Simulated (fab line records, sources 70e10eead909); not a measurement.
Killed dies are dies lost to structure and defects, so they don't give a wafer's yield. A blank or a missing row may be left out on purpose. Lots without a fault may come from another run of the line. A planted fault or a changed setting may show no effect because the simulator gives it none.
Which tool did it? | flow nand_harc | 24 lots, 72 wafers sampled, at 1 step of a route of 1302

WHAT THE GAUGES READ, wafer by wafer
NHARC_A_SIN_REMOVE_INSPECT_04. Usual: raw_defect_count 404, standard deviation 110.
lot  | measured     | on                | raw_defect_count | flag
L074 | day 20 18:25 | defect_inspect-01 | 261 353 308      |
L075 | day 20 22:19 | defect_inspect-02 | 515 404 443      |
L076 | day 21 13:26 | defect_inspect-02 | 278 292 299      |
L078 | day 21 13:26 | defect_inspect-01 | 352 313 261      |
L077 | day 21 22:32 | defect_inspect-01 | 270 459 300      |
L079 | day 22 22:13 | defect_inspect-02 | 654 615 490      |
L080 | day 23 08:08 | defect_inspect-01 | 535 420 683      |
L081 | day 23 10:05 | defect_inspect-02 | 365 324 435      |
L082 | day 24 03:47 | defect_inspect-02 | 332 396 420      |
L083 | day 24 08:33 | defect_inspect-02 | 499 341 412      |
L084 | day 24 20:32 | defect_inspect-01 | 384 286 294      |
L087 | day 25 12:46 | defect_inspect-01 | 354 369 455      |
L085 | day 25 12:46 | defect_inspect-02 | 484 380 473      |
L086 | day 25 18:01 | defect_inspect-02 | 366 379 381      |
L088 | day 26 10:01 | defect_inspect-01 | 313 325 373      |
L089 | day 26 10:02 | defect_inspect-02 | 315 269 320      |
L092 | day 27 12:04 | defect_inspect-01 | 391 440 321      |
L090 | day 27 12:04 | defect_inspect-02 | 331 442 439      |
L091 | day 28 07:07 | defect_inspect-02 | 458 342 302      |
L093 | day 28 19:28 | defect_inspect-01 | 361 438 534      |
L095 | day 28 23:59 | defect_inspect-02 | 541 454 478      |
L094 | day 29 03:27 | defect_inspect-01 | 426 423 417      |
L096 | day 29 16:56 | defect_inspect-01 | 490 449 431      |
L097 | day 29 18:30 | defect_inspect-02 | 310 338 475      |

WHICH TOOL RAN EACH LOT (tool, then ch and the chambers of the sampled wafers, then the start)
The record holds no process step before these readings.

WHAT THE TOOLS THEMSELVES READ (means of the sampled wafers that have a number; where no wafer has one, the mark that the record gives instead)
The record holds no such reading with a usual standard deviation.

THE ANSWER, worked out from the rows above alone
Rule: a lot is off if the mean of its wafers that have a number lies more than 3 standard deviations from the usual mean. A lot without any number at a reading at which 4 lots or more have one is off too. The other lots that the step has rows for count as sound. The gauges are gone through in route order, then the tools' own readings, and for those a lot's mean is taken as printed above. The first step at which some lot is off is used, and at that step the reading that is off furthest; a lot without a number counts as furthest.
No lot is off at any reading shown: from this, nothing can be told.

WHAT THE SIMULATOR HAD PUT IN
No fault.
